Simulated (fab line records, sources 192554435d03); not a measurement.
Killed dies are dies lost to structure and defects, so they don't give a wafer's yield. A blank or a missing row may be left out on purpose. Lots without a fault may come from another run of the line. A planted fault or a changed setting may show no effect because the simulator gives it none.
Chamber matching | flow n5_finfet | N5_FIN_SAQP_ETCH_64 on rie_si-01: 4 sister chambers
The step etches SiO2 in CF4, target depth 1.5 nm. 18 wafers are shown with their chamber, then 9 later ones without.

WAFERS WITH THEIR CHAMBER
wafer  | chamber | drypump_motor_current_A (A) | throttle_valve_pct (%) | oes_product_au (a.u.)
L074.2 | 1       | 4.6                         | 21.6                   | 0.973
L074.3 | 0       | 5.6                         | 21.7                   | 0.984
L074.5 | 2       | 6.3                         | 21.0                   | 0.982
L078.2 | 2       | 6.4                         | 21.0                   | 0.992
L078.3 | 1       | 4.6                         | 21.6                   | 0.985
L078.6 | 0       | 5.6                         | 21.7                   | 0.984
L080.1 | 2       | 6.4                         | 20.9                   | 0.986
L080.3 | 3       | 5.6                         | 22.5                   | 0.966
L080.4 | 1       | 4.6                         | 21.6                   | 0.973
L081.1 | 1       | 4.6                         | 21.6                   | 0.979
L081.2 | 3       | 5.6                         | 22.4                   | 0.956
L081.4 | 2       | 6.4                         | 21.0                   | 0.992
L083.1 | 3       | 5.6                         | 22.4                   | 0.981
L083.2 | 0       | 5.6                         | 21.7                   | 0.986
L083.5 | 1       | 4.6                         | 21.6                   | 0.986
L084.2 | 2       | 6.4                         | 20.9                   | 0.991
L084.4 | 3       | 5.6                         | 22.5                   | 0.975
L084.6 | 2       | 6.4                         | 21.0                   | 0.994

SIGNATURES (means of the wafers above)
reading                 | chamber 0 | chamber 1 | chamber 2 | chamber 3 | scatter within a chamber
drypump_motor_current_A | 5.600     | 4.600     | 6.383     | 5.600     | 0.0244
throttle_valve_pct      | 21.700    | 21.600    | 20.967    | 22.450    | 0.0408
oes_product_au          | 0.98467   | 0.97920   | 0.98950   | 0.96950   | 0.00665
Rule: a wafer's distance from a chamber is the root of the sum, over the readings, of the square of ((its reading less the chamber's mean) divided by the reading's scatter). The wafer belongs to the nearest chamber; if the next one is less than 2 further off, it can't be placed. The scatter: the root of (the sum of the squares of (reading less its chamber's mean) over the shown wafers, divided by (wafers less chambers)).

WAFERS WITHOUT THEIR CHAMBER
wafer  | drypump_motor_current_A (A) | throttle_valve_pct (%) | oes_product_au (a.u.)
L085.3 | 5.6                         | 22.5                   | 0.980
L085.5 | 6.4                         | 20.9                   | 0.994
L085.6 | 5.6                         | 22.5                   | 0.982
L086.1 | 4.6                         | 21.6                   | 0.989
L086.2 | 6.4                         | 21.0                   | 0.996
L086.4 | 5.6                         | 21.7                   | 0.983
L088.1 | 5.6                         | 21.7                   | 0.984
L088.2 | 6.4                         | 21.0                   | 1.002
L088.4 | 4.6                         | 21.6                   | 0.982

WHICH CHAMBER EACH WENT THROUGH
wafer  | from the rows above | in truth
L085.3 | 3                   | 3
L085.5 | 2                   | 2
L085.6 | 3                   | 3
L086.1 | 1                   | 1
L086.2 | 2                   | 2
L086.4 | 0                   | 0
L088.1 | 0                   | 0
L088.2 | 2                   | 2
L088.4 | 1                   | 1
Placed correctly: 9 of 9. Can't be placed from these rows: 0. Placed wrongly: 0.
